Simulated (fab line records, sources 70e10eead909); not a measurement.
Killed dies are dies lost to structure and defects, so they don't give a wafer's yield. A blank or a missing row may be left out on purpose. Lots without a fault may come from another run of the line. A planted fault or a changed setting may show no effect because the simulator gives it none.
Which tool did it? | flow nand_harc | 24 lots, 72 wafers sampled, at 5 steps of a route of 1302

WHAT THE GAUGES READ, wafer by wafer
NHARC_A_CONTACT_INSPECT_10.
lot  | measured     | on                | raw_defect_count
L074 | day 23 06:16 | defect_inspect-01 | 61 72 49
L075 | day 23 08:13 | defect_inspect-01 | 68 66 66
L077 | day 23 10:45 | defect_inspect-01 | 159 148 155
L076 | day 23 12:19 | defect_inspect-01 | 87 85 77
L079 | day 23 22:51 | defect_inspect-01 | 106 94 115
L078 | day 24 02:07 | defect_inspect-01 | 116 119 112
L080 | day 25 08:01 | defect_inspect-01 | 24 40 38
L081 | day 25 09:44 | defect_inspect-01 | 143 189 142
L083 | day 25 22:00 | defect_inspect-01 | 139 133 148
L082 | day 26 03:59 | defect_inspect-01 | 40 34 40
L084 | day 26 23:59 | defect_inspect-01 | 110 129 108
L086 | day 27 06:28 | defect_inspect-02 | 81 87 95
L085 | day 27 07:45 | defect_inspect-02 | 144 130 123
L089 | day 29 00:02 | defect_inspect-02 | 92 98 99
L087 | day 29 03:04 | defect_inspect-01 | 82 100 90
L090 | day 29 05:32 | defect_inspect-01 | 56 60 75
L091 | day 29 05:41 | defect_inspect-02 | 100 100 127
L088 | day 29 07:09 | defect_inspect-02 | 83 85 74
L093 | day 30 03:38 | defect_inspect-01 | 111 98 111
L092 | day 30 14:37 | defect_inspect-02 | 77 85 82
L097 | day 32 02:51 | defect_inspect-02 | 63 77 65
L095 | day 32 04:43 | defect_inspect-01 | 65 67 67
L094 | day 32 07:47 | defect_inspect-01 | 45 35 42
L096 | day 32 11:07 | defect_inspect-01 | 43 61 63

NHARC_A_BLC_INSPECT_12.
lot  | measured     | on                | raw_defect_count
L074 | day 23 12:38 | defect_inspect-01 | 66 72 52
L075 | day 23 14:36 | defect_inspect-01 | 65 66 67
L077 | day 23 16:56 | defect_inspect-01 | 169 158 165
L076 | day 23 19:14 | defect_inspect-01 | 85 85 79
L079 | day 24 05:04 | defect_inspect-01 | 108 97 116
L078 | day 24 08:25 | defect_inspect-01 | 117 118 118
L080 | day 25 14:41 | defect_inspect-01 | 27 35 38
L081 | day 25 16:04 | defect_inspect-02 | 148 185 143
L083 | day 26 04:23 | defect_inspect-02 | 138 127 148
L082 | day 26 10:11 | defect_inspect-01 | 40 34 45
L084 | day 27 06:17 | defect_inspect-01 | 116 129 109
L086 | day 27 12:55 | defect_inspect-02 | 81 87 94
L085 | day 27 14:23 | defect_inspect-01 | 148 129 121
L089 | day 29 06:20 | defect_inspect-02 | 94 95 97
L087 | day 29 09:27 | defect_inspect-01 | 87 101 85
L090 | day 29 12:10 | defect_inspect-01 | 51 56 76
L091 | day 29 12:01 | defect_inspect-02 | 114 107 132
L088 | day 29 13:29 | defect_inspect-02 | 86 80 76
L093 | day 30 10:43 | defect_inspect-01 | 113 111 113
L092 | day 30 21:46 | defect_inspect-02 | 73 84 84
L097 | day 32 09:19 | defect_inspect-01 | 68 75 66
L095 | day 32 11:00 | defect_inspect-01 | 63 70 68
L094 | day 32 14:09 | defect_inspect-01 | 47 35 48
L096 | day 32 17:24 | defect_inspect-01 | 45 63 66

NHARC_A_M0_INSPECT_11.
lot  | measured     | on                | raw_defect_count
L074 | day 23 16:33 | defect_inspect-01 | 71 75 54
L075 | day 23 18:44 | defect_inspect-01 | 64 62 68
L077 | day 23 20:59 | defect_inspect-01 | 167 157 167
L076 | day 23 23:18 | defect_inspect-01 | 86 89 83
L079 | day 24 23:33 | defect_inspect-01 | 108 103 113
L078 | day 25 00:35 | defect_inspect-01 | 116 120 113
L080 | day 25 18:46 | defect_inspect-01 | 29 41 40
L081 | day 25 20:06 | defect_inspect-02 | 144 186 142
L083 | day 26 08:25 | defect_inspect-02 | 138 132 146
L082 | day 26 14:07 | defect_inspect-02 | 37 31 41
L084 | day 27 10:19 | defect_inspect-01 | 119 130 118
L086 | day 27 16:49 | defect_inspect-01 | 78 86 99
L085 | day 27 18:25 | defect_inspect-01 | 145 132 122
L089 | day 29 10:16 | defect_inspect-02 | 93 87 102
L087 | day 29 13:31 | defect_inspect-01 | 82 96 86
L090 | day 29 16:11 | defect_inspect-02 | 48 59 72
L091 | day 29 16:21 | defect_inspect-01 | 119 105 127
L088 | day 29 17:34 | defect_inspect-01 | 88 84 77
L093 | day 30 15:19 | defect_inspect-01 | 116 106 108
L092 | day 31 01:59 | defect_inspect-01 | 82 86 81
L097 | day 32 13:32 | defect_inspect-01 | 72 76 65
L095 | day 32 14:55 | defect_inspect-01 | 64 68 68
L094 | day 32 18:11 | defect_inspect-02 | 51 39 45
L096 | day 32 21:31 | defect_inspect-01 | 45 60 66

WHICH TOOL RAN EACH LOT (tool, then ch and the chambers of the sampled wafers, then the start)
lot  | NHARC_A_CONTACT_ETCH_88            | NHARC_A_BLC_STRIP_29
L074 | rie_diel-06 ch 0,2, day 23 06:25   | rie_diel-07 ch 0,1,3, day 23 13:44
L075 | rie_diel-06 ch 1,2, day 23 08:22   | rie_diel-07 ch 1,2,3, day 23 15:43
L077 | rie_diel-06 ch 0,3, day 23 10:53   | rie_diel-01 ch 1,2, day 23 18:03
L076 | rie_diel-06 ch 1,2,3, day 23 12:28 | rie_diel-09 ch 1,2,3, day 23 20:22
L079 | rie_diel-04 ch 0,2,3, day 23 23:01 | rie_diel-09 ch 0,2,3, day 24 06:11
L078 | rie_diel-06 ch 1,2,3, day 24 02:16 | rie_diel-09 ch 0,2,3, day 24 09:32
L080 | rie_diel-04 ch 0,2,3, day 25 08:10 | rie_diel-01 ch 1,2, day 25 15:48
L081 | rie_diel-04 ch 1,2, day 25 09:53   | rie_diel-07 ch 1,2,3, day 25 17:11
L083 | rie_diel-06 ch 0,2, day 25 22:09   | rie_diel-07 ch 0,1, day 26 05:30
L082 | rie_diel-06 ch 1,2, day 26 04:08   | rie_diel-07 ch 0,2,3, day 26 11:18
L084 | rie_diel-04 ch 0,3, day 27 00:07   | rie_diel-09 ch 0,1,3, day 27 07:25
L086 | rie_diel-13 ch 0,1, day 27 06:37   | rie_diel-07 ch 1,2,3, day 27 14:00
L085 | rie_diel-04 ch 0,1,3, day 27 07:56 | rie_diel-09 ch 1,2,3, day 27 15:29
L089 | rie_diel-04 ch 0,2,3, day 29 00:12 | rie_diel-01 ch 1,2,3, day 29 07:27
L087 | rie_diel-06 ch 0,1,2, day 29 03:13 | rie_diel-07 ch 0,1, day 29 10:35
L090 | rie_diel-04 ch 0,1,2, day 29 05:41 | rie_diel-07 ch 1,2,3, day 29 13:16
L091 | rie_diel-06 ch 0,2,3, day 29 05:50 | rie_diel-09 ch 1,2, day 29 13:20
L088 | rie_diel-13 ch 0,2,3, day 29 07:19 | rie_diel-07 ch 0,1,2, day 29 14:35
L093 | rie_diel-04 ch 2,3, day 30 03:46   | rie_diel-09 ch 1,2,3, day 30 12:23
L092 | rie_diel-06 ch 0,1,2, day 30 14:57 | rie_diel-07 ch 0,1,3, day 30 23:04
L097 | rie_diel-04 ch 0,1,2, day 32 03:01 | rie_diel-09 ch 0,1, day 32 10:36
L095 | rie_diel-04 ch 2,3, day 32 04:52   | rie_diel-07 ch 0,2,3, day 32 12:08
L094 | rie_diel-13 ch 1,2,3, day 32 07:56 | rie_diel-07 ch 0,1,2, day 32 15:16
L096 | rie_diel-04 ch 0,1,3, day 32 11:17 | rie_diel-09 ch 0,1,3, day 32 18:33
- NHARC_A_CONTACT_ETCH_88: etches the open film in CF4, target depth 39 nm, time 65 s.
- NHARC_A_BLC_STRIP_29: strips in CF4.

WHAT THE TOOLS THEMSELVES READ (means of the sampled wafers that have a number; where no wafer has one, the mark that the record gives instead)
NHARC_A_CONTACT_ETCH_88.
lot  | tool        | drypump_motor_current_A (A) | oes_product_au (a.u.) | rf_vpp_V (V) | showerhead_plenum_p_Torr (Torr) | throttle_valve_pct (%)
L074 | rie_diel-06 | 5.7                         | 1.007                 | 150.2        | 1.73                            | 13.285
L075 | rie_diel-06 | 5.5                         | 0.993                 | 151.6        | 1.75                            | 13.287
L077 | rie_diel-06 | 5.8                         | 1.007                 | 150.6        | 1.73                            | 13.287
L076 | rie_diel-06 | 5.5                         | 1.002                 | 150.7        | 1.76                            | 13.291
L079 | rie_diel-04 | 5.9                         | 1.003                 | 150.1        | 1.73                            | 13.283
L078 | rie_diel-06 | 5.5                         | 1.008                 | 150.2        | 1.76                            | 13.280
L080 | rie_diel-04 | 5.9                         | 0.998                 | 151.1        | 1.73                            | 13.276
L081 | rie_diel-04 | 6.0                         | 0.997                 | 149.9        | 1.71                            | 13.279
L083 | rie_diel-06 | 5.7                         | 1.009                 | 151.0        | 1.72                            | 13.291
L082 | rie_diel-06 | 5.8                         | 0.998                 | 151.7        | 1.83                            | 13.292
L084 | rie_diel-04 | 5.8                         | 0.994                 | 151.6        | 1.74                            | 13.280
L086 | rie_diel-13 | 5.5                         | 1.000                 | 151.8        | 1.82                            | 13.293
L085 | rie_diel-04 | 5.8                         | 1.000                 | 150.0        | 1.77                            | 13.284
L089 | rie_diel-04 | 5.9                         | 1.001                 | 150.6        | 1.73                            | 13.275
L087 | rie_diel-06 | 5.9                         | 1.004                 | 151.8        | 1.79                            | 13.279
L090 | rie_diel-04 | 5.9                         | 1.001                 | 149.4        | 1.72                            | 13.282
L091 | rie_diel-06 | 5.8                         | 1.010                 | 150.9        | 1.72                            | 13.283
L088 | rie_diel-13 | 5.9                         | 1.000                 | 152.1        | 1.82                            | 13.289
L093 | rie_diel-04 | 6.0                         | 0.997                 | 151.3        | 1.71                            | 13.279
L092 | rie_diel-06 | 5.9                         | 1.003                 | 151.4        | 1.79                            | 13.279
L097 | rie_diel-04 | 5.9                         | 0.995                 | 150.1        | 1.71                            | 13.288
L095 | rie_diel-04 | 6.1                         | 0.998                 | 149.5        | 1.71                            | 13.289
L094 | rie_diel-13 | 6.1                         | 0.993                 | 151.0        | 1.76                            | 13.290
L096 | rie_diel-04 | 5.8                         | 0.994                 | 150.9        | 1.76                            | 13.276

NHARC_A_BLC_STRIP_29.
lot  | tool        | drypump_motor_current_A (A) | oes_product_au (a.u.) | rf_vpp_V (V) | showerhead_plenum_p_Torr (Torr) | throttle_valve_pct (%)
L074 | rie_diel-07 | 5.8                         | 1.004                 | 59.5         | 1.74                            | 13.294
L075 | rie_diel-07 | 5.7                         | 0.999                 | 59.6         | 1.75                            | 13.290
L077 | rie_diel-01 | 5.7                         | 0.994                 | 58.3         | 1.72                            | 13.297
L076 | rie_diel-09 | 6.1                         | 1.004                 | 59.1         | 1.72                            | 13.285
L079 | rie_diel-09 | 5.8                         | 1.002                 | 59.3         | 1.71                            | 13.284
L078 | rie_diel-09 | 5.8                         | 1.002                 | 59.1         | 1.71                            | 13.282
L080 | rie_diel-01 | 5.7                         | 1.005                 | 58.9         | 1.87                            | 13.279
L081 | rie_diel-07 | 5.7                         | 0.997                 | 59.2         | 1.75                            | 13.287
L083 | rie_diel-07 | 6.0                         | 1.000                 | 58.7         | 1.74                            | 13.288
L082 | rie_diel-07 | 5.5                         | 0.999                 | 59.1         | 1.74                            | 13.295
L084 | rie_diel-09 | 5.8                         | 1.006                 | 59.4         | 1.75                            | 13.290
L086 | rie_diel-07 | 5.7                         | 0.994                 | 59.8         | 1.74                            | 13.289
L085 | rie_diel-09 | 6.1                         | 1.005                 | 59.8         | 1.72                            | 13.288
L089 | rie_diel-01 | 6.0                         | 1.002                 | 59.5         | 1.81                            | 13.288
L087 | rie_diel-07 | 6.2                         | 0.992                 | 59.2         | 1.74                            | 13.290
L090 | rie_diel-07 | 5.7                         | 0.990                 | 59.4         | 1.74                            | 13.283
L091 | rie_diel-09 | 6.3                         | 0.996                 | 58.3         | 1.71                            | 13.276
L088 | rie_diel-07 | 5.9                         | 0.987                 | 58.5         | 1.75                            | 13.272
L093 | rie_diel-09 | 6.1                         | 0.990                 | 58.7         | 1.71                            | 13.277
L092 | rie_diel-07 | 5.8                         | 0.991                 | 58.7         | 1.73                            | 13.283
L097 | rie_diel-09 | 5.7                         | 0.990                 | 59.2         | 1.78                            | 13.292
L095 | rie_diel-07 | 5.5                         | 0.997                 | 59.7         | 1.74                            | 13.280
L094 | rie_diel-07 | 5.9                         | 1.000                 | 58.7         | 1.75                            | 13.278
L096 | rie_diel-09 | 5.8                         | 0.996                 | 59.2         | 1.74                            | 13.275

THE ANSWER, worked out from the rows above alone
Rule: what is usual is taken from the lots themselves. Put in order of their means at a reading, lots are off if they are a third of the lots or fewer, leave a main group of 4 or more, and stand apart from it by a gap of 3 or more times the standard deviation of the main group's means; of several such gaps the widest counts. A main group whose means are all the same, to the digits that the tables above print for the reading, isn't used. A lot without any number at a reading at which 4 lots or more have one is off too. The other lots that the step has rows for count as sound. The gauges are gone through in route order, then the tools' own readings, and for those a lot's mean is taken as printed above. The first step at which some lot is off is used, and at that step the reading that is off furthest; a lot without a number counts as furthest.
No lot is off at any reading shown: from this, nothing can be told.

WHAT THE SIMULATOR HAD PUT IN
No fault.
